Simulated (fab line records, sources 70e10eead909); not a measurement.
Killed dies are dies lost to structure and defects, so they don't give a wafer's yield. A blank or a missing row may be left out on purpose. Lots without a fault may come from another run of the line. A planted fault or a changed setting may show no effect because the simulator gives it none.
A struck lot beside a sound one | flow nand_harc | 14 steps out of a route of 1302
Sound: wafers L402.3, L402.4, L402.5. Struck: wafers L413.2, L413.3, L413.6. The cause comes at the end.
At each step with rows: each side's tool, then ch and its chambers, then its first start. Under that, the readings that differ: sound wafers | struck wafers | difference of the means | sigmas: that difference in standard deviations of wafers without a fault.
alike: readings whose means differ by less than 2 such deviations, and words and numbers that are the same on both sides. not compared: withheld readings, readings that some wafer has no value for, bounds like >300 that may hide the same value, and numbers for which the record gives no deviation and whose values overlap.
The two part at a step that has a row with sigmas, a row that says differs or no value, or rows on one side only. Numbers that don't overlap but have no deviation are shown without sigmas and don't part them. A reading that every wafer of one side lacks parts them only if that side has two wafers or more.

first, 8 steps without rows for these wafers: NHARC_P_ZERO_WELL_DEHYDRATE_16 (time 120 s); NHARC_P_ZERO_WELL_HMDS_17 (time 30 s); NHARC_P_ZERO_WELL_COAT_18; NHARC_P_ZERO_WELL_SOFTBAKE_19 (time 95 s); NHARC_P_ZERO_WELL_EBR_20; NHARC_P_ZERO_WELL_EXPOSE_21 (exposes mask P NWELL, target cd 720 nm); NHARC_P_ZERO_WELL_PEB_22 (peb time 85 s); NHARC_P_ZERO_WELL_DEVELOP_23 (time 70 s).
NHARC_P_ZERO_WELL_CD_MEAS_24: target cd 720 nm.
  sound on cd_sem-01 ch 0, day 5 06:31; struck on cd_sem-03 ch 0, day 9 20:22
  alike: cd_nm
then, 1 step without rows for these wafers: NHARC_P_ZERO_WELL_HARDBAKE_25 (time 80 s).
NHARC_P_ZERO_WELL_DESCUM_26: chemistry O2, time 3 s.
  sound on rie_diel-03 ch 2,3, day 5 06:40; struck on rie_diel-05 ch 0,2, day 9 20:32
  alike: drypump_motor_current_A, oes_product_au, rf_vpp_V, showerhead_plenum_p_Torr, throttle_valve_pct
  not compared: rf_hours_counter_h
then, 1 step without rows for these wafers: NHARC_P_ZERO_WELL_IMPLANT_27.
NHARC_P_ZERO_WELL_IMPLANT_57:
  sound on implanter-01 ch 0, day 5 07:03; struck on implanter-01, day 9 20:55
  no value came back on the struck wafers for beam_energy_keV, beam_on_s (s); on the sound wafers beam_energy_keV reads 250.01 249.96 249.94
then, 1 step without rows for these wafers: NHARC_P_ZERO_WELL_IMPLANT_58.

WHERE THEY PART
Only at NHARC_P_ZERO_WELL_IMPLANT_57, within this record.

WHY: what the simulator had put in
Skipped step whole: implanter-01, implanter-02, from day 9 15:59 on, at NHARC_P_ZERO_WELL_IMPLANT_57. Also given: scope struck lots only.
